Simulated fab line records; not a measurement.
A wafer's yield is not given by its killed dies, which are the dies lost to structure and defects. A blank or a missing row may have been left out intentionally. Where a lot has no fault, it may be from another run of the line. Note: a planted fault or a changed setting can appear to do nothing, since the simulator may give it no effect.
Which tool is to blame?	flow n5Finfet	18 wafers sampled from 6 lots at 1 step of a route of 1938

== WHAT THE GAUGES SHOWED, per wafer ==
N5_BEOL_M14_INSPECT_30: inspects for defects (macro).
lot	measured	on	rawDefectCount
L944	day 14 10:02	defectInspect-01	2 1 2
L948	day 15 08:16	defectInspect-02	4 3 1
L951	day 15 15:08	defectInspect-02	6 2 1
L952	day 16 01:06	defectInspect-02	2 2 1
L965	day 19 00:59	defectInspect-01	1 1 2
L963	day 20 00:47	defectInspect-02	3 2 1

== EACH LOT AND THE TOOL THAT RAN IT (in order: tool; ch and the chambers of the sampled wafers; start) ==
The record shows no process step preceding these readings.

== THE ANSWER, worked out from the rows above alone ==
Rule: what is usual is taken from the lots themselves. The widest of any qualifying gaps counts: lots, ordered by their means at a reading, are off when they make up no more than a third of the lots, leave a main group of 4 or more, and stand apart from it by 3 or more times the standard deviation of that group's means. A main group whose means are all the same, to the digits that the tables above print for the reading, isn't used. Also off: a lot with no number at a reading for which 4 or more lots have one. Any other lot the step has rows for is counted as sound.
No lot is off at any reading shown: from this, nothing can be told.

== WHAT THE SIMULATOR HAD PUT IN ==
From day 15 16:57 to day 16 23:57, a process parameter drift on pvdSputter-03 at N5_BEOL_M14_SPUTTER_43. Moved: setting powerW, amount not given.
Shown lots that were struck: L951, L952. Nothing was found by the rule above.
